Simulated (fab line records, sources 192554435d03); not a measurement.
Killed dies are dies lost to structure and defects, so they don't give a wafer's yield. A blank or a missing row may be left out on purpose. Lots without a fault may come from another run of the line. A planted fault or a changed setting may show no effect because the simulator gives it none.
A struck lot beside a sound one | flow n5_finfet | 28 steps out of a route of 1938
Sound: wafers L381.1, L381.2, L381.5. Struck: wafer L395.1. (L395.2, L395.6 of the same lot were not struck and are left out.) The cause comes at the end.
At each step with rows: each side's tool, then ch and its chambers, then its first start. Under that, the readings that differ: sound wafers | struck wafers | difference of the means | sigmas: that difference in standard deviations of wafers without a fault.
alike: readings whose means differ by less than 2 such deviations, and words and numbers that are the same on both sides. not compared: withheld readings, readings that some wafer has no value for, bounds like >300 that may hide the same value, and numbers for which the record gives no deviation and whose values overlap.
The two part at a step that has a row with sigmas, a row that says differs or no value, or rows on one side only. Numbers that don't overlap but have no deviation are shown without sigmas and don't part them. A reading that every wafer of one side lacks parts them only if that side has two wafers or more.

first, 5 steps without rows for these wafers: N5_BEOL_M12_SOFTBAKE_23 (time 60 s); N5_BEOL_M12_EXPOSE_25 (exposes mask M12); N5_BEOL_M12_PEB_26 (peb time 90 s); N5_BEOL_M12_DEVELOP_27 (develop time 45 s); N5_BEOL_M12_HARDBAKE_32 (time 120 s).
N5_BEOL_M12_CD_MEAS_28: target cd 160.2 nm.
  sound on cd_sem-03 ch 0, day 11 07:49; struck on cd_sem-01 ch 0, day 14 16:53
  alike: cd_nm
N5_BEOL_M12_OVL_MEAS_29:
  sound on overlay-01 ch 0, day 11 07:50; struck on overlay-02 ch 0, day 14 16:55
  alike: M12_OVL
N5_BEOL_M12_INSPECT_30: inspects for defects (macro).
  sound on defect_inspect-01, day 11 07:52; struck on defect_inspect-01, day 14 16:56
  alike: raw_defect_count
then, 2 steps without rows for these wafers: N5_BEOL_M12_DESCUM_33 (chemistry O2, time 7.9 s); N5_BEOL_M12_ETCH_67 (etches SiARC in CF4, target depth 143 nm, time 238.3 s).
N5_BEOL_M12_ETCH_68: etches SOC in N2/H2, time 285 s.
  sound on rie_diel-04 ch 0,1,3, day 11 08:05; struck on rie_diel-05 ch 3, day 14 17:09
  alike: chamber_pressure_mTorr, drypump_motor_current_A, oes_product_au, rf_vpp_V, showerhead_plenum_p_Torr, throttle_valve_pct
  not compared: rf_hours_counter_h
then, 1 step without rows for these wafers: N5_BEOL_M12_STRIP_69 (strips in N2/H2).
N5_BEOL_M12_TRENCH_ETCH_34: etches SiOC in C4F8/O2/Ar, target depth 318.95 nm, time 125.5 s.
  sound on rie_diel-04 ch 0,1,3, day 11 08:16; struck on rie_diel-05 ch 3, day 14 17:20
  reading                  | sound             | struck | difference | sigmas
  O2_flow_sccm (sccm)      | 8.031 7.965 8.017 | 7.952  | -0.052     | -2
  model.etch.depth_nm (nm) | 317.7 323.1 312   | 307.9  | -9.7       |
  alike: chamber_pressure_mTorr, drypump_motor_current_A, oes_product_au, rf_vpp_V, showerhead_plenum_p_Torr, throttle_valve_pct
  not compared: rf_hours_counter_h
then, 1 step without rows for these wafers: N5_BEOL_M12_STRIP_70 (strips in C4F8/O2/Ar).
N5_BEOL_M12_OCD_MEAS_35:
  sound on ocd-02, day 11 08:25; struck on ocd-01, day 14 17:29
  alike: trench_depth_nm
then, 1 step without rows for these wafers: N5_BEOL_M12_STRIP_37 (strips in N2/H2).
N5_BEOL_M12_ETCH_38: etches SiCN in CF4/N2, target depth 68.7 nm, time 73.4 s.
  sound on rie_diel-02 ch 0,1,3, day 11 10:03; struck on rie_diel-02 ch 2, day 14 18:23
  reading                        | sound             | struck | difference | sigmas
  chamber_pressure_mTorr (mTorr) | 39.97 39.93 39.97 | 40.09  | +0.13      | +4
  alike: drypump_motor_current_A, oes_product_au, rf_vpp_V, showerhead_plenum_p_Torr, throttle_valve_pct
  not compared: rf_hours_counter_h
then, 3 steps without rows for these wafers: N5_BEOL_M12_PRECLEAN_39 (cleans in residue remover, time 60 s); N5_BEOL_M12_SRD_40 (time 30 s, dry time 30 s); N5_BEOL_M12_DEGAS_41 (time 60 s).
N5_BEOL_M12_PRE_CLEAN_42: time 30 s.
  sound on pvd_sputter-03, day 11 10:39; struck on pvd_sputter-02, day 14 18:42
  alike: heater_power_w
N5_BEOL_M12_SPUTTER_43: material TaN, target thk 15 nm, time 24.19 s.
  sound on pvd_sputter-03, day 11 10:41; struck on pvd_sputter-02, day 14 18:44
  alike: chamber_pressure_pa, throttle_valve_pct
then, 1 step without rows for these wafers: N5_BEOL_M12_SPUTTER_44 (material Ta, target thk 10 nm, time 16.13 s).
N5_BEOL_M12_SPUTTER_45: material Cu, target thk 80 nm, time 13.33 s.
  sound on pvd_sputter-03, day 11 10:51; struck on pvd_sputter-02, day 14 18:54
  alike: chamber_pressure_pa, throttle_valve_pct
then, 2 steps without rows for these wafers: N5_BEOL_M12_ECD_47 (material Cu, target thk 720 nm); N5_BEOL_M12_ANNEAL_48 (time 90 s).
N5_BEOL_M12_CMP_49: polishes, stops on SiOC, t overpolish 20.6 s, target thk 320 nm.
  sound on cmp-03 ch 0,2,3, day 11 11:39; struck on cmp-04 ch 1, day 14 19:29
  reading                                 | sound             | struck | difference | sigmas
  model.Cu_of_BEOL_M12_ECD_47.thk_nm (nm) | 318.2 325.2 313.6 | 309.6  | -9.4       |
  alike: barrier_field_endpoint_s, clearing_platen_rpm, motor_current_A, overpolish_run_s
N5_BEOL_M12_THK_MEAS_50: measures by xrf.
  sound on film_metro-01, day 11 11:56; struck on film_metro-02, day 14 19:45
  reading      | sound       | struck | difference | sigmas
  M12_THK (nm) | 329 335 323 | 316    | -13        | -2

WHERE THEY PART
First at N5_BEOL_M12_TRENCH_ETCH_34; last, within this record, at N5_BEOL_M12_THK_MEAS_50.

WHY: what the simulator had put in
Process parameter drift: rie_diel-05, from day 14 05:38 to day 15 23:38, at N5_BEOL_M12_TRENCH_ETCH_34. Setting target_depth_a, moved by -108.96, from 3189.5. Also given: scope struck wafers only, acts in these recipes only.
